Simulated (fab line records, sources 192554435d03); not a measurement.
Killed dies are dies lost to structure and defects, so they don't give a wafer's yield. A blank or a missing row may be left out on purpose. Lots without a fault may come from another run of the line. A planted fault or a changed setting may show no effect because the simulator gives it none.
Chamber matching | flow n5_finfet | N5_BEOL_M2_STRIP_36 on rie_diel-02: 4 sister chambers
The step strips in N2/H2. 16 wafers are shown with their chamber, then 8 later ones without.

WAFERS WITH THEIR CHAMBER
wafer  | chamber | showerhead_plenum_p_Torr (Torr) | drypump_motor_current_A (A) | throttle_valve_pct (%)
L082.1 | 2       | 2.65                            | 6.4                         | 23.2
L082.4 | 3       | 2.56                            | 5.2                         | 23.8
L082.6 | 0       | 2.55                            | 4.9                         | 23.9
L085.1 | 2       | 2.65                            | 6.4                         | 23.2
L085.2 | 3       | 2.56                            | 5.2                         | 23.7
L085.3 | 0       | 2.55                            | 4.9                         | 23.9
L086.3 | 0       | 2.55                            | 4.9                         | 23.9
L086.4 | 3       | 2.56                            | 5.2                         | 23.8
L086.6 | 0       | 2.55                            | 4.9                         | 23.9
L087.2 | 2       | 2.65                            | 6.3                         | 23.2
L087.3 | 1       | 2.68                            | 5.0                         | 23.9
L087.4 | 0       | 2.55                            | 4.9                         | 23.9
L088.3 | 0       | 2.55                            | 4.9                         | 23.9
L088.4 | 1       | 2.68                            | 5.0                         | 23.8
L088.5 | 3       | 2.56                            | 5.2                         | 23.7
L091.1 | 3       | 2.55                            | 5.2                         | 23.8

SIGNATURES (means of the wafers above)
reading                  | chamber 0 | chamber 1 | chamber 2 | chamber 3 | scatter within a chamber
showerhead_plenum_p_Torr | 2.5500    | 2.6800    | 2.6500    | 2.5580    | 0.00258
drypump_motor_current_A  | 4.900     | 5.000     | 6.367     | 5.200     | 0.0236
throttle_valve_pct       | 23.900    | 23.850    | 23.200    | 23.760    | 0.0376
Rule: a wafer's distance from a chamber is the root of the sum, over the readings, of the square of ((its reading less the chamber's mean) divided by the reading's scatter). The wafer belongs to the nearest chamber; if the next one is less than 2 further off, it can't be placed. The scatter: the root of (the sum of the squares of (reading less its chamber's mean) over the shown wafers, divided by (wafers less chambers)).

WAFERS WITHOUT THEIR CHAMBER
wafer  | showerhead_plenum_p_Torr (Torr) | drypump_motor_current_A (A) | throttle_valve_pct (%)
L091.5 | 2.65                            | 6.3                         | 23.2
L091.6 | 2.68                            | 5.0                         | 23.8
L092.1 | 2.65                            | 6.3                         | 23.2
L092.3 | 2.55                            | 5.2                         | 23.8
L092.4 | 2.54                            | 4.9                         | 23.9
L097.2 | 2.64                            | 6.4                         | 23.2
L097.5 | 2.67                            | 5.0                         | 23.8
L097.6 | 2.64                            | 6.4                         | 23.3

WHICH CHAMBER EACH WENT THROUGH
wafer  | from the rows above | in truth
L091.5 | 2                   | 2
L091.6 | 1                   | 1
L092.1 | 2                   | 2
L092.3 | 3                   | 3
L092.4 | 0                   | 0
L097.2 | 2                   | 2
L097.5 | 1                   | 1
L097.6 | 2                   | 2
Placed correctly: 8 of 8. Can't be placed from these rows: 0. Placed wrongly: 0.
